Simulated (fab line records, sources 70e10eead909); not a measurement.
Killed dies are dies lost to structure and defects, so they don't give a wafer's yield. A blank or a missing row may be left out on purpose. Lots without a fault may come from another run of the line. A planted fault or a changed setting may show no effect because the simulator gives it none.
Which tool did it? | flow nand_harc | 12 lots, 36 wafers sampled, at 5 steps of a route of 1159

WHAT THE GAUGES READ, wafer by wafer
NHARC_A_ONON_D1_THK_MEAS_14: measures by ellipsometry. Usual: thk_nm 998 nm, standard deviation 12.
lot  | measured     | on            | thk_nm (nm)                   | flag
L575 | day 8 14:37  | film_metro-01 | 991 990 992                   |
L576 | day 8 22:38  | film_metro-01 | 1524 1526 1524 1524 1524 1524 | OFF
L579 | day 9 10:06  | film_metro-02 | 1005 1004 1006                |
L578 | day 9 10:22  | film_metro-01 | 1511 1512 1511 1511 1513 1512 | OFF
L584 | day 10 23:47 | film_metro-02 | 1001 1000 999                 |
L582 | day 10 23:58 | film_metro-01 | 1007 1007 1006                |
L585 | day 11 06:17 | film_metro-01 | 977 980 978                   |
L589 | day 11 20:16 | film_metro-02 | 1008 1009 1009                |
L590 | day 12 14:09 | film_metro-02 | 1017 1018 1017                |
L592 | day 12 21:46 | film_metro-01 | 993 994 991                   |
L593 | day 13 06:53 | film_metro-01 | 1013 1014 1012                |
L594 | day 13 06:59 | film_metro-02 | 998 1001 999                  |

WHICH TOOL RAN EACH LOT (tool, then ch and the chambers of the sampled wafers, then the start)
lot  | NHARC_P_BONDPAD_ETCH_37            | NHARC_P_BONDPAD_PVD_17                  | NHARC_P_BONDPAD_CMP_19        | NHARC_A_ONON_D1_DEP_12
L575 | rie_diel-08 ch 0,3, day 7 09:05    | pvd_sputter-03, day 7 11:13 or earlier  | cmp-02 ch 1,2, day 7 11:13    | pecvd_onon-02 ch 0, day 8 14:13
L576 | rie_diel-06 ch 0,3, day 7 15:00    | pvd_sputter-02, day 7 16:59 or earlier  | cmp-02 ch 0,3, day 7 16:59    | pecvd_onon-04 ch 0, day 8 22:10
L579 | rie_diel-08 ch 1,3, day 8 02:42    | pvd_sputter-02, day 8 04:38 or earlier  | cmp-02 ch 2,3, day 8 04:38    | pecvd_onon-02 ch 0, day 9 09:39
L578 | rie_diel-08 ch 1,2,3, day 8 03:51  | pvd_sputter-01, day 8 05:47 or earlier  | cmp-01 ch 1,2, day 8 05:47    | pecvd_onon-04 ch 0, day 9 09:52
L584 | rie_diel-01 ch 0,3, day 9 19:29    | pvd_sputter-03, day 9 21:29 or earlier  | cmp-01 ch 1,3, day 9 21:29    | pecvd_onon-03 ch 0, day 10 23:15
L582 | rie_diel-08 ch 1,3, day 9 20:05    | pvd_sputter-02, day 9 22:02 or earlier  | cmp-02 ch 1,3, day 9 22:02    | pecvd_onon-02 ch 0, day 10 23:28
L585 | rie_diel-01 ch 0,3, day 10 02:31   | pvd_sputter-03, day 10 04:38 or earlier | cmp-04 ch 1,3, day 10 04:38   | pecvd_onon-03 ch 0, day 11 05:54
L589 | rie_diel-06 ch 0,2,3, day 10 15:50 | pvd_sputter-03, day 10 17:47 or earlier | cmp-04 ch 0,2,3, day 10 17:47 | pecvd_onon-04 ch 0, day 11 19:48
L590 | rie_diel-01 ch 1,2,3, day 11 07:14 | pvd_sputter-03, day 11 11:11 or earlier | cmp-04 ch 1,2,3, day 11 11:11 | pecvd_onon-03 ch 0, day 12 13:42
L592 | rie_diel-08 ch 0,1, day 11 16:57   | pvd_sputter-03, day 11 18:54 or earlier | cmp-02 ch 2,3, day 11 18:54   | pecvd_onon-04 ch 0, day 12 21:19
L593 | rie_diel-08 ch 0,1,2, day 12 00:24 | pvd_sputter-03, day 12 02:25 or earlier | cmp-01 ch 0,1,2, day 12 02:25 | pecvd_onon-04 ch 0, day 13 06:29
L594 | rie_diel-06 ch 0,1,2, day 12 01:24 | pvd_sputter-02, day 12 03:22 or earlier | cmp-04 ch 0,1, day 12 03:22   | pecvd_onon-03 ch 0, day 13 06:36
- NHARC_P_BONDPAD_ETCH_37: etches the open film in N2/H2, target depth 60 nm, overetch 18 nm, time 65.91 s.
- NHARC_P_BONDPAD_PVD_17: deposits TaN, target thk 5 nm, time 8.06 s.
- NHARC_P_BONDPAD_CMP_19: polishes, t overpolish 30 s, cu recess touch 16 s, target thk 160.81 nm.
- NHARC_A_ONON_D1_DEP_12: target thk 1000 nm.

WHAT THE TOOLS THEMSELVES READ (means of the sampled wafers that have a number; where no wafer has one, the mark that the record gives instead)
NHARC_P_BONDPAD_ETCH_37. Usual: chamber_pressure_mTorr 30.000 mTorr, standard deviation 0.029; drypump_motor_current_A 5.6 A, standard deviation 0.43; oes_product_au 1.001 a.u., standard deviation 0.0081; rf_vpp_V 430.2 V, standard deviation 2.4; showerhead_plenum_p_Torr 2.03 Torr, standard deviation 0.086; throttle_valve_pct 14.173 %, standard deviation 0.0094.
lot  | tool        | chamber_pressure_mTorr (mTorr) | drypump_motor_current_A (A) | oes_product_au (a.u.) | rf_vpp_V (V) | showerhead_plenum_p_Torr (Torr) | throttle_valve_pct (%) | flag
L575 | rie_diel-08 | 29.991                         | 5.6                         | 1.002                 | 426.8        | 1.91                            | 14.173                 |
L576 | rie_diel-06 | 29.998                         | 5.9                         | 1.010                 | 429.2        | 1.98                            | 14.169                 |
L579 | rie_diel-08 | 30.016                         | 6.1                         | 1.002                 | 428.2        | 1.96                            | 14.175                 |
L578 | rie_diel-08 | 30.006                         | 5.7                         | 1.010                 | 429.4        | 2.04                            | 14.182                 |
L584 | rie_diel-01 | 30.011                         | 5.6                         | 0.993                 | 432.7        | 2.14                            | 14.170                 |
L582 | rie_diel-08 | 29.983                         | 5.8                         | 0.997                 | 428.3        | 1.93                            | 14.178                 |
L585 | rie_diel-01 | 30.003                         | 5.6                         | 1.002                 | 434.0        | 2.14                            | 14.167                 |
L589 | rie_diel-06 | 29.984                         | 5.6                         | 1.006                 | 429.2        | 2.00                            | 14.169                 |
L590 | rie_diel-01 | 30.008                         | 5.2                         | 0.999                 | 429.8        | 2.05                            | 14.168                 |
L592 | rie_diel-08 | 30.025                         | 6.1                         | 0.994                 | 428.1        | 1.93                            | 14.174                 |
L593 | rie_diel-08 | 29.993                         | 5.8                         | 1.006                 | 430.6        | 2.03                            | 14.177                 |
L594 | rie_diel-06 | 29.969                         | 5.6                         | 0.988                 | 430.2        | 2.02                            | 14.178                 |

NHARC_P_BONDPAD_PVD_17. Usual: throttle_valve_pct 29.9 %, standard deviation 0.96.
lot  | tool           | throttle_valve_pct (%) | flag
L575 | pvd_sputter-03 | 30.1                   |
L576 | pvd_sputter-02 | 30.5                   |
L579 | pvd_sputter-02 | 30.8                   |
L578 | pvd_sputter-01 | 30.2                   |
L584 | pvd_sputter-03 | 29.6                   |
L582 | pvd_sputter-02 | 31.0                   |
L585 | pvd_sputter-03 | 30.4                   |
L589 | pvd_sputter-03 | 30.1                   |
L590 | pvd_sputter-03 | 30.3                   |
L592 | pvd_sputter-03 | 29.1                   |
L593 | pvd_sputter-03 | 30.1                   |
L594 | pvd_sputter-02 | 30.4                   |

NHARC_P_BONDPAD_CMP_19. Usual: motor_current_A 12.3 A, standard deviation 1.3; overpolish_run_s 30.000 s, standard deviation 0.0097.
lot  | tool   | motor_current_A (A) | overpolish_run_s (s) | flag
L575 | cmp-02 | 13.5                | 29.996               |
L576 | cmp-02 | 12.0                | 30.006               |
L579 | cmp-02 | 11.8                | 29.991               |
L578 | cmp-01 | 12.3                | 29.994               |
L584 | cmp-01 | 11.3                | 30.007               |
L582 | cmp-02 | 11.8                | 30.003               |
L585 | cmp-04 | 11.5                | 30.004               |
L589 | cmp-04 | 11.3                | 29.992               |
L590 | cmp-04 | 12.2                | 29.999               |
L592 | cmp-02 | 12.1                | 30.006               |
L593 | cmp-01 | 13.5                | 30.004               |
L594 | cmp-04 | 13.1                | 30.009               |

THE ANSWER, worked out from the rows above alone
Rule: a lot is off if the mean of its wafers that have a number lies more than 3 standard deviations from the usual mean. A lot without any number at a reading at which 4 lots or more have one is off too. The other lots that the step has rows for count as sound. The gauges are gone through in route order, then the tools' own readings, and for those a lot's mean is taken as printed above. The first step at which some lot is off is used, and at that step the reading that is off furthest; a lot without a number counts as furthest.
Off: L576, L578, at NHARC_A_ONON_D1_THK_MEAS_14 (thk_nm).
A tool fits if, at a process step before that reading, it ran every lot that is off, and no sound lot after the first of them. The gauges at NHARC_A_ONON_D1_THK_MEAS_14 are tried like those tools. NHARC_P_BONDPAD_PVD_17 gives no start for some lots, so the hours and the order of its lots are those of NHARC_P_BONDPAD_CMP_19. None of those tried fits.

WHAT THE SIMULATOR HAD PUT IN
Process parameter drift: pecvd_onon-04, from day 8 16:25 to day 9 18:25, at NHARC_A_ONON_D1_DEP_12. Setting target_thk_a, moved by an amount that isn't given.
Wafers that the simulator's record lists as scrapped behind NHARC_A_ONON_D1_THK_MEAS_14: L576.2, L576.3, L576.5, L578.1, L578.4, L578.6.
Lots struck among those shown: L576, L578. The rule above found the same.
